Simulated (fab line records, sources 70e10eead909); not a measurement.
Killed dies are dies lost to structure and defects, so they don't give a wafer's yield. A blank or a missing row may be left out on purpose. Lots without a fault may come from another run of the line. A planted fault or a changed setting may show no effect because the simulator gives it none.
Chamber matching | flow nand_harc | NHARC_A_CHANNEL_HOLE_D2_DEP_01 on pecvd-02: 3 sister chambers
The step deposits SiON, target thk 140 nm. 3 wafers are shown with their chamber, then 8 later ones without.

WAFERS WITH THEIR CHAMBER
wafer  | chamber | heater_power_w (W)
L710.4 | 0       | 774
L710.5 | 1       | 842
L713.1 | 2       | 647

WAFERS WITHOUT THEIR CHAMBER
wafer  | heater_power_w (W)
L713.2 | 637
L713.5 | 876
L720.1 | 730
L720.2 | 747
L720.5 | 754
L723.3 | 772
L723.5 | 781
L723.6 | 669

WHICH CHAMBER EACH WENT THROUGH
wafer  | from the rows above     | in truth
L713.2 | 2                       | 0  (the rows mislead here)
L713.5 | 1                       | 1
L720.1 | can't be placed: 0 or 2 | 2
L720.2 | 0                       | 0
L720.5 | 0                       | 0
L723.3 | 0                       | 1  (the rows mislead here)
L723.5 | 0                       | 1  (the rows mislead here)
L723.6 | 2                       | 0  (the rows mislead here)
Placed correctly: 3 of 8. Can't be placed from these rows: 1 (the true chamber is among the candidates in 1). Placed wrongly: 4.
How it was worked out, from the rows above alone: a wafer's distance from a chamber is the root of the sum, over the readings, of the square of ((its reading less the chamber's mean) divided by the reading's scatter). The wafer belongs to the nearest chamber; if the next one is less than 2 further off, it can't be placed. A chamber's mean is the mean of its shown wafers. The scatter: with one shown wafer a chamber, the root of the mean of the squares of how far each hidden wafer lies from its nearest shown one.
